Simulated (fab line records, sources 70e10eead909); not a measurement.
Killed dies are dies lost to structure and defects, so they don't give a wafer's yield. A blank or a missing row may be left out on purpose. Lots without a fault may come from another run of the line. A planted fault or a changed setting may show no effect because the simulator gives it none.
fab line records | flow nand_harc
record lots=12 wafers=35 last_day=24
route steps=1159 shown P_M0@283 P_M1@302 END@1159
lots that met no fault: from a run of the same line without faults
start_h: hours from the record's first day to the start of the lot's first wafer shown | wait_h: hours since the lot's step before | " the same as in the row above | L1.1+2: a row that stands for several wafers | - no value, or no start given | * or withheld: withheld | < > ~ a bound
route shown NAME@n: a module of which the file shows steps, and the number in the route of the first | usual: mean/standard deviation of fault-free wafers | same: alike in all rows | chamber/n: place in a boat | sites: the reading at each site | _std_site: their standard deviation | _edge_site: outer sites' mean less inner sites' | radius_mm: how far each site lies from the wafer's centre | mask NAME#n: copy n | behind: the tool/chamber that last shaped the wafer | hold: why the lot was held/for how many hours/how that ended | device: the transistor (n, p or np) that didn't switch | end of line: the same wafers' tests at the end of the route | a step without rows: its recipe alone | killed: dies lost to structure and defects at the first sort, not the wafer's yield | map: a wafer's dies, x killed, . not, _ none there
set.NAME: the setting as run; set.NAME@STEP: as run at that earlier step | model.NAME: the simulator's own value behind a step, which no gauge read
steps of the route over a sample of lots; a table a step, a row a wafer
services: from which hour (start_h, from the record's first day; less than 0 if before it) a tool's chamber was out of use, for how many hours, and why
## steps
# step NHARC_P_M0_PRE_CLEAN_31
# recipe time_s=12 temp_c=370 rf_power_w=300 gas=NH3
# usual heater_power_w=626/91
# columns lot.wafer tool chamber start_h wait_h heater_power_w since_wet_clean_h
L987.1 pecvd-01 2 134.83 0.1 642 66
L987.3 " 0 " " 551 66
L987.4 " 1 " " 542 -
L989.3 pecvd-03 0 137.40 0.1 565 12
L989.1 " 1 " " 745 12
L989.5 " 0 " " 564 -
L988.3 pecvd-02 1 137.65 0.1 590 153
L988.1 " 0 " " 623 153
L988.6 " 2 " " 763 -
L990.2 pecvd-02 1 143.98 0.1 538 159
L990.6 " 0 " " 611 -
L990.5 " 2 " " 824 -
L991.1 pecvd-02 1 144.90 0.1 579 160
L991.4 " 2 " " 823 -
L991.5 " 0 " " 591 -
L992.2 pecvd-02 2 145.66 0.1 750 161
L992.6 " 0 " " 640 -
L992.5 " 1 " " 594 -
L993.2 pecvd-01 0 166.40 0.1 509 97
L993.6 " 0 " " 514 -
L993.5 " 1 " " 563 -
L994.1 pecvd-02 1 170.30 0.1 540 4
L994.2 " 0 " " 647 4
L994.6 " 1 " " 534 -
L995.3 pecvd-02 1 170.85 0.5 543 -
L995.4 " 0 " " 636 -
L995.5 " 1 " " 539 -
L996.1 pecvd-02 0 177.59 0.1 645 12
L996.5 " 0 " " 650 -
L103.3 pecvd-02 2 224.68 0.1 743 59
L103.2 " 0 " " 605 59
L103.4 " 0 " " 628 -
L106.3 pecvd-02 1 240.78 0.4 504 75
L106.1 " 0 " " 642 75
L106.5 " 0 " " 655 -
# step NHARC_P_M1_STRIP_18
# recipe power_w=1000 n2_flow_sccm=150 h2_flow_sccm=150 ar_flow_sccm=0 bias_w=0 chemistry=N2/H2
# usual drypump_motor_current_A=5.5/0.47 oes_product_au=1.006/0.0075 rf_vpp_V=91.0/1 showerhead_plenum_p_Torr=2.11/0.087 throttle_valve_pct=14.171/0.0096
# columns lot.wafer tool chamber start_h wait_h drypump_motor_current_A oes_product_au rf_hours_counter_h rf_vpp_V showerhead_plenum_p_Torr throttle_valve_pct
L987.3 rie_diel-13 0 136.74 0.1 5.3 1.016 1 89.8 1.91 14.186
L987.4 " 1 " " 6.4 1.002 1 92.1 2.10 14.176
L987.1 " 2 " " 5.3 1.017 1 90.3 2.16 14.170
L989.1 rie_diel-13 0 139.24 0.1 5.3 1.016 1 89.5 1.91 14.172
L989.3 " 1 " " 6.4 1.003 1 91.4 2.10 14.161
L989.5 " 0 " " 5.3 1.009 - 89.4 1.91 14.182
L988.1 rie_diel-04 0 139.50 0.1 5.6 1.011 1 91.2 2.20 14.175
L988.3 " 2 " " 5.8 1.007 1 91.7 2.19 14.173
L988.6 " 3 " " 5.0 0.995 - 89.4 2.02 14.163
L990.2 rie_diel-13 1 145.82 0.1 6.5 0.994 1 91.2 2.10 14.179
L990.5 " 3 " " 5.2 1.009 - 91.7 2.08 14.173
L990.6 " 0 " " 5.3 1.010 - 90.4 1.91 14.180
L991.1 rie_diel-13 2 146.78 0.1 5.3 1.012 1 92.7 2.16 14.166
L991.4 " 1 " " 6.5 0.991 1 90.6 2.10 14.192
L991.5 " 2 " " 5.3 0.997 - 92.3 2.16 14.162
L992.2 rie_diel-13 2 147.49 0.1 5.3 1.000 1 91.0 2.16 14.165
L992.5 " 0 " " 5.3 1.010 - 89.5 1.91 14.186
L992.6 " 1 " " 6.4 1.005 - 91.4 2.10 14.168
L993.2 rie_diel-13 0 168.29 0.1 5.3 1.011 2 89.0 1.91 14.166
L993.6 " 3 " " 5.3 1.004 - 91.0 2.08 14.169
L993.5 " 0 " " 5.3 1.015 - 91.0 1.91 14.165
L994.2 rie_diel-04 3 172.36 0.1 5.0 1.007 4 91.5 2.02 14.170
L994.1 " 0 " " 5.6 1.003 4 91.6 2.20 14.182
L994.6 " 2 " " 5.8 1.006 - 92.2 2.19 14.177
L995.3 rie_diel-04 1 173.08 0.1 6.1 0.996 4 91.7 2.15 14.163
L995.4 " 2 " " 5.7 1.007 4 92.3 2.19 14.171
L995.5 " 0 " " 5.6 1.003 - 90.0 2.20 14.176
L996.1 rie_diel-04 1 179.68 0.1 6.2 0.997 4 91.7 2.15 14.159
L996.5 " 1 " " 6.2 1.000 - 91.0 2.15 14.172
L103.2 rie_diel-13 2 226.66 0.2 5.3 1.006 - 90.5 2.16 14.170
L103.3 " 2 " " 5.3 1.005 - 91.9 2.16 14.177
L103.4 " 2 " " 5.3 1.009 - 90.7 2.16 14.167
L106.3 rie_diel-13 0 242.65 0.1 5.3 0.995 3 88.8 1.91 14.170
L106.1 " 2 " " 5.3 0.992 4 92.2 2.16 14.173
L106.5 " 2 " " 5.3 1.006 - 90.2 2.16 14.164
# step NHARC_P_M1_ECD_22
# recipe target_thk_a=4000 bath_temp_c=25 material=Cu
# columns lot.wafer tool chamber start_h wait_h
L987.1+4+3 ecd_cu-02 1,0,1 137.77 -
L989.1+3+5 ecd_cu-01 1,1,0 140.24 -
L988.1+3+6 ecd_cu-02 0,0,1 140.47 -
L990.2+5+6 ecd_cu-01 0,1,0 146.84 -
L991.1+4+5 ecd_cu-02 1,0,1 147.85 -
L992.2+5+6 ecd_cu-02 1,0,1 148.49 -
L993.2+5+6 ecd_cu-01 1,1,0 169.27 -
L994.1+2+6 ecd_cu-01 1,0,0 173.33 -
L995.4+3+5 ecd_cu-02 1,0,1 174.28 -
L996.1+5 ecd_cu-01 0,1 180.70 -
L103.2+3+4 ecd_cu-02 0,0,1 228.13 -
L106.1+3+5 ecd_cu-02 0,1,0 243.71 -
# step NHARC_P_M1_CMP_23
# recipe t_overpolish_s=20 target_thk_nm=157.82
# usual motor_current_A=12.0/1.6 time_to_endpoint_s=29.3/2.9
# columns lot.wafer tool chamber start_h wait_h motor_current_A time_to_endpoint_s
L987.1 cmp-03 1 138.50 - 11.8 27.4
L987.4 " 3 " " 10.1 30.2
L987.3 " 0 " " 13.6 31.9
L989.3 cmp-03 3 141.01 - 10.2 30.9
L989.1 " 0 " " 13.4 33.0
L989.5 " 2 " " 14.7 27.2
L988.3 cmp-02 1 141.29 - 11.5 28.0
L988.1 " 2 " " 12.6 29.5
L988.6 " 3 " " 12.3 32.6
L990.2 cmp-02 3 147.51 - 11.6 31.0
L990.5 " 3 " " 12.0 31.3
L990.6 " 0 " " 9.6 32.7
L991.4 cmp-01 0 148.55 - 13.0 31.7
L991.1 " 1 " " 10.2 30.6
L991.5 " 3 " " 13.6 26.5
L992.2 cmp-03 2 149.19 - 15.2 24.8
L992.6 " 1 " " 12.4 26.2
L992.5 " 2 " " 14.8 24.9
L993.2 cmp-01 1 170.07 - 9.7 33.6
L993.5 " 1 " " 10.7 31.1
L993.6 " 2 " " 11.3 26.2
L994.2 cmp-03 0 174.11 - 12.3 29.6
L994.1 " 1 " " 12.9 27.0
L994.6 " 3 " " 10.3 29.0
L995.4 cmp-03 2 174.96 - 15.2 26.3
L995.3 " 3 " " 10.2 31.3
L995.5 " 0 " " 13.2 32.9
L996.1 cmp-03 3 181.37 - 9.9 28.1
L996.5 " 3 " " 10.3 17.7
L103.2 cmp-01 1 228.85 - 9.8 32.6
L103.4 " 2 " " 11.3 29.0
L103.3 " 0 " " 13.4 34.3
L106.3 cmp-02 3 244.46 - 11.8 33.9
L106.1 " 0 " " 9.0 35.6
L106.5 " 2 " " 12.3 30.5
# step NHARC_P_M1_PRE_CLEAN_32
# recipe time_s=12 temp_c=370 rf_power_w=300 gas=NH3
# usual heater_power_w=616/86
# columns lot.wafer tool chamber start_h wait_h heater_power_w since_wet_clean_h
L987.3 pecvd-02 0 139.06 0.1 636 154
L987.1 " 1 " " 559 154
L987.4 " 0 " " 607 -
L989.3 pecvd-03 1 141.49 0.1 733 16
L989.1 " 2 " " 583 16
L989.5 " 0 " " 613 -
L988.1 pecvd-03 2 141.84 0.1 581 16
L988.3 " 0 " " 547 16
L988.6 " 0 " " 553 -
L990.2 pecvd-03 0 148.09 0.1 638 22
L990.6 " 1 " " 744 -
L990.5 " 0 " " 639 -
L991.1 pecvd-03 0 149.08 0.1 548 23
L991.5 " 2 " " 565 -
L991.4 " 1 " " 783 -
L992.2 pecvd-02 1 149.70 0.1 600 165
L992.6 " 2 " " 772 -
L992.5 " 0 " " 578 -
L993.2 pecvd-03 2 170.83 0.3 545 45
L993.6 " 2 " " 544 -
L993.5 " 1 " " 713 -
L994.2 pecvd-01 1 174.59 0.1 569 106
L994.1 " 2 " " 589 106
L994.6 " 1 " " 567 -
L995.3 pecvd-01 1 175.47 0.1 501 106
L995.4 " 0 " " 559 -
L995.5 " 1 " " 522 -
L996.1 pecvd-02 0 181.94 0.1 606 16
L996.5 " 0 " " 612 -
L103.3 pecvd-03 0 229.40 0.1 624 104
L103.2 " 2 " " 511 104
L103.4 " 1 " " 677 -
L106.1 pecvd-02 1 244.97 0.1 511 79
L106.3 " 0 " " 634 79
L106.5 " 2 " " 775 -
# step NHARC_END_SORT_01
# recipe temp_c=25
# usual defect_limited_yield=95.4/1.8 killed_at_array=28/11 killed_at_other=0.7/0.88 killed_at_periphery=3.1/2.2 killed_dies=31/12 killed_open=3.3/2 killed_short=2.0/1.6 sort_bin_2_pct=1.5/0.73 sort_bin_3_pct=0.27/0.22 sort_bin_4_pct=2.9/1.1 sort_n_pass=646/12 sort_rim_yield_pct=93/3.9 sort_yield_pct=95.4/1.8
# same gross_dies=677 sort_bin_5_pct[%]=0 sort_bin_6_pct[%]=0 sort_bin_7_pct[%]=0 sort_bin_8_pct[%]=0 sort_rim_n_gross=106.00
# columns lot.wafer tool chamber start_h wait_h defect_limited_yield[%] killed_at_array killed_at_other killed_at_periphery killed_dies killed_open killed_short sort_bin_2_pct[%] sort_bin_3_pct[%] sort_bin_4_pct[%] sort_n_pass sort_rim_yield_pct[%] sort_yield_pct[%]
L990.2 prober-02 0 467.87 2.8 97.8 13 2 0 15 3 3 1.0 0.15 1.0 662 96 97.8
L990.5 prober-02 0 470.28 3.7 98.4 9 1 1 11 1 0 0.4 0 1.2 666 99 98.4
L990.6 prober-02 0 471.09 4.0 98.1 11 0 2 13 1 2 0.3 0 1.6 664 99 98.1
L995.3 prober-02 0 500.25 3.1 96.6 20 1 2 23 2 6 1.5 0.44 1.5 654 95 96.6
L995.4 prober-02 0 501.05 3.4 97.5 14 2 1 17 2 6 1.2 0.15 1.2 660 99 97.5
L995.5 prober-02 0 501.85 3.7 97.8 14 1 0 15 1 0 0.4 0.15 1.6 662 100 97.8
L103.2 prober-02 0 557.72 2.8 93.2 43 1 2 46 4 2 2.2 0.30 4.3 631 86 93.2
L103.3 prober-02 0 558.51 3.1 94.5 37 0 0 37 4 2 1.9 0.30 3.2 640 93 94.5
L103.4 prober-02 0 559.31 3.4 92.8 44 3 2 49 2 1 3.8 0 3.4 628 86 92.8
# killed by level:class
L990.2 A_CHANNEL_HOLE_D1:chamber_film_flake=3 A_STAIRCASE:chamber_film_flake=2 A_CHANNEL_FILL_D1:geometric_particle:short=1 A_SGD_CUT:geometric_particle:open=1 A_WL_FILL:geometric_particle:short=1 A_CONTACT:geometric_particle:short=1 A_M0:geometric_particle:open=1 A_BONDPAD:geometric_particle:open=1
L990.5 A_WL_FILL:chamber_film_flake=3 A_CHANNEL_HOLE_D1:chamber_film_flake=2 A_STAIRCASE:chamber_film_flake=2 A_CONTACT:geometric_particle:open=1 P_GATE:chamber_film_flake=1 A_CONTACT:chamber_film_flake=1 THIN_TSV:chamber_film_flake=1
L990.6 P_ZERO_WELL:chamber_film_flake=2 A_CHANNEL_HOLE_D1:chamber_film_flake=2 A_STAIRCASE:chamber_film_flake=2 A_CONTACT:chamber_film_flake=2 A_CHANNEL_FILL_D1:geometric_particle:short=1 A_CHANNEL_FILL_D1:geometric_particle:open=1 A_WL_FILL:geometric_particle:short=1 A_CHANNEL_FILL_D1:chamber_film_flake=1
L995.3 A_STAIRCASE:chamber_film_flake=5 A_ZERO_WELL:chamber_film_flake=3 A_CHANNEL_HOLE_D1:chamber_film_flake=3 P_GATE:geometric_particle:short=1 P_M0:geometric_particle:open=1 A_SOURCE_PLATE:geometric_particle:short=1 A_SGD_CUT:geometric_particle:short=1 A_WL_FILL:geometric_particle:short=1
L995.4 A_ZERO_WELL:chamber_film_flake=3 A_CHANNEL_HOLE_D1:chamber_film_flake=3 A_CHANNEL_FILL_D1:geometric_particle:short=2 A_ONON_D1:geometric_particle:short=1 A_WL_FILL:geometric_particle:short=1 A_WL_FILL:geometric_particle:open=1 A_M0:geometric_particle:open=1 STARTING-WAFER:geometric_particle:short=1
L995.5 A_STAIRCASE:chamber_film_flake=5 A_ZERO_WELL:chamber_film_flake=4 A_CHANNEL_FILL_D1:chamber_film_flake=2 A_CHANNEL_FILL_D1:geometric_particle:open=1 A_CHANNEL_HOLE_D1:chamber_film_flake=1 A_CONTACT:chamber_film_flake=1 THIN_TSV:chamber_film_flake=1
L103.2 A_CHANNEL_HOLE_D1:chamber_film_flake=17 A_SLIT:chamber_film_flake=11 A_CHANNEL_FILL_D1:chamber_film_flake=5 A_CONTACT:chamber_film_flake=4 P_M0:geometric_particle:open=1 A_ONON_D1:geometric_particle:open=1 A_ONON_D1:geometric_particle:short=1 A_WL_FILL:geometric_particle:short=1
L103.3 A_CHANNEL_HOLE_D1:chamber_film_flake=15 A_SLIT:chamber_film_flake=8 A_STAIRCASE:chamber_film_flake=5 A_CONTACT:geometric_particle:open=2 A_CONTACT:chamber_film_flake=2 A_SGD_CUT:geometric_particle:open=1 A_WL_FILL:geometric_particle:short=1 A_M0:geometric_particle:open=1
L103.4 A_SLIT:chamber_film_flake=15 A_CHANNEL_HOLE_D1:chamber_film_flake=13 A_CONTACT:chamber_film_flake=5 A_CHANNEL_FILL_D1:chamber_film_flake=4 A_STAIRCASE:chamber_film_flake=3 THIN_TSV:chamber_film_flake=3 A_BONDPAD:chamber_film_flake=2 P_GATE:geometric_particle:open=1
## services
# columns tool chamber start_h hours kind
pecvd-03 - 111.74 1.0 repair
rie_diel-04 - 112.05 9.0 pm
pecvd-03 - 112.75 13.0 pm
cmp-01 - 118.03 2.0 repair
rie_diel-04 0 126.60 3.2 repair
cmp-02 - 128.50 4.0 pm
ecd_cu-01 - 136.32 2.0 repair
rie_diel-04 2 149.06 1.9 repair
cmp-01 - 151.78 2.0 repair
pecvd-02 - 153.02 13.0 pm
pecvd-02 0 153.02 13.0 vent_cycle
pecvd-02 1 153.02 13.0 vent_cycle
pecvd-02 2 153.02 13.0 vent_cycle
cmp-03 - 156.00 4.0 pm
pecvd-02 2 166.70 16.5 repair
ecd_cu-02 - 172.24 1.0 repair
cmp-01 - 179.50 4.0 pm
ecd_cu-02 - 180.00 8.0 pm
pecvd-01 2 205.87 15.4 repair
rie_diel-13 1 219.17 28.8 repair
rie_diel-13 3 224.05 9.2 repair
rie_diel-13 0 224.48 4.3 repair
cmp-02 - 226.50 4.0 pm
pecvd-01 - 237.13 13.0 pm
## key
first_sign step=NHARC_P_M1_CMP_23 reading=time_to_endpoint_s direction=down sigmas=4 usual=* struck=*
effect none on later readings
met_at NHARC_P_M1_ECD_22
struck_lots L996
struck_wafers L996.5
not_acting_at NHARC_P_M0_PRE_CLEAN_31,NHARC_P_M1_STRIP_18,NHARC_P_M1_PRE_CLEAN_32
fault kind=process_parameter_drift tool=ecd_cu-01 chamber=- onset_h=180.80 steps=NHARC_P_M1_ECD_22 channel=target_thk_a offset=* shape=step end_h=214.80 scope=struck_wafers_only acts_in=* stated=*
